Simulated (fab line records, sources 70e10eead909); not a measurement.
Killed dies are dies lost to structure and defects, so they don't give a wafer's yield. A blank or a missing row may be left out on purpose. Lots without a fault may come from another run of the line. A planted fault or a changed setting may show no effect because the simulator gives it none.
Chamber matching | flow nand_harc | NHARC_A_CONTACT_ETCH_102 on rie_diel-08: 4 sister chambers
The step etches the open film in CF4/O2, target depth 70 nm, overetch 7 nm, time 38.5 s. 4 wafers are shown with their chamber, then 11 later ones without.

WAFERS WITH THEIR CHAMBER
wafer  | chamber | drypump_motor_current_A (A)
L082.5 | 0       | 5.6
L086.2 | 1       | 6.5
L087.5 | 2       | 6.0
L088.2 | 3       | 5.2

WAFERS WITHOUT THEIR CHAMBER
wafer  | drypump_motor_current_A (A)
L088.3 | 6.5
L088.4 | 5.5
L090.1 | 5.2
L090.5 | 5.6
L090.6 | 6.0
L091.1 | 5.2
L091.3 | 5.6
L091.4 | 5.6
L096.1 | 5.6
L096.3 | 6.5
L096.4 | 5.2

WHICH CHAMBER EACH WENT THROUGH
wafer  | from the rows above | in truth
L088.3 | 1                   | 1
L088.4 | 0                   | 0
L090.1 | 3                   | 3
L090.5 | 0                   | 0
L090.6 | 2                   | 2
L091.1 | 3                   | 3
L091.3 | 0                   | 0
L091.4 | 0                   | 0
L096.1 | 0                   | 0
L096.3 | 1                   | 1
L096.4 | 3                   | 3
Placed correctly: 11 of 11. Can't be placed from these rows: 0. Placed wrongly: 0.
How it was worked out, from the rows above alone: a wafer's distance from a chamber is the root of the sum, over the readings, of the square of ((its reading less the chamber's mean) divided by the reading's scatter). The wafer belongs to the nearest chamber; if the next one is less than 2 further off, it can't be placed. A chamber's mean is the mean of its shown wafers. The scatter: with one shown wafer a chamber, the root of the mean of the squares of how far each hidden wafer lies from its nearest shown one.
